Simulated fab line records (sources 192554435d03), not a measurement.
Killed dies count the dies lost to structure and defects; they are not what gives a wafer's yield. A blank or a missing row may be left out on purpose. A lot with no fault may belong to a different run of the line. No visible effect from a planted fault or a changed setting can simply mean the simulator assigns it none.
Which tool is to blame? ; flow n5_finfet ; Sampling: 6 lots, 17 wafers, 3 of 1938 route steps

WHAT EACH GAUGE READ, for each wafer
N5_SD_EPI_N_CD_MEAS_09 targets a cd of 120 nm.
lot;measured;on;cd_nm (nm)
L813;day 3 13:14;cd_sem-01;120.4 119.3 119.7
L816;day 4 06:46;cd_sem-03;120.4 120.2 120.6
L824;day 6 07:59;cd_sem-01;118.8 119.7 119.1
L827;day 7 00:19;cd_sem-02;120.2 119.4 120.9
L831;day 8 02:43;cd_sem-01;120.0 119.7 119.4
L833;day 8 12:04;cd_sem-01;119.8 120.3

TOOL THAT RAN EACH LOT (tool first, then ch and the chambers of the sampled wafers, then the start)
lot;N5_SPACER0_ALD_07;N5_SPACER0_ALD_00
L813;ald_sin-03 ch 0,1,3, day 3 12:23;ald_sin-03 ch 0,1,3, day 3 12:32
L816;ald_sin-03 ch 1,2,3, day 4 05:48;ald_sin-03 ch 1,2,3, day 4 05:57
L824;ald_sin-01 ch 0,1, day 6 07:01;ald_sin-01 ch 0,1, day 6 07:10
L827;ald_sin-02 ch 1,2,3, day 6 23:28;ald_sin-02 ch 1,2,3, day 6 23:37
L831;ald_sin-02 ch 1,2,3, day 8 01:45;ald_sin-02 ch 1,2,3, day 8 01:54
L833;ald_sin-03 ch 0,2, day 8 11:13;ald_sin-03 ch 0,2, day 8 11:22
- N5_SPACER0_ALD_07: deposits SiNx, target thk 2 nm.
- N5_SPACER0_ALD_00: deposits SiOCN, target thk 3.5 nm, pulse time 3 s, purge time 2 s.

THE ANSWER, worked out from the rows above alone
Rule: usual is defined by the lots themselves. The widest of any qualifying gaps counts: lots, ordered by their means at a reading, are off when they make up no more than a third of the lots, leave a main group of 4 or more, and stand apart from it by 3 or more times the standard deviation of that group's means. A main group is skipped when, at the precision printed for the reading in the tables above, its means are all equal. Also off: a lot with no number at a reading for which 4 or more lots have one. All remaining lots with rows at the step are treated as sound.
Nothing can be told from this: no lot is off at any reading shown.

WHAT THE SIMULATOR PUT IN
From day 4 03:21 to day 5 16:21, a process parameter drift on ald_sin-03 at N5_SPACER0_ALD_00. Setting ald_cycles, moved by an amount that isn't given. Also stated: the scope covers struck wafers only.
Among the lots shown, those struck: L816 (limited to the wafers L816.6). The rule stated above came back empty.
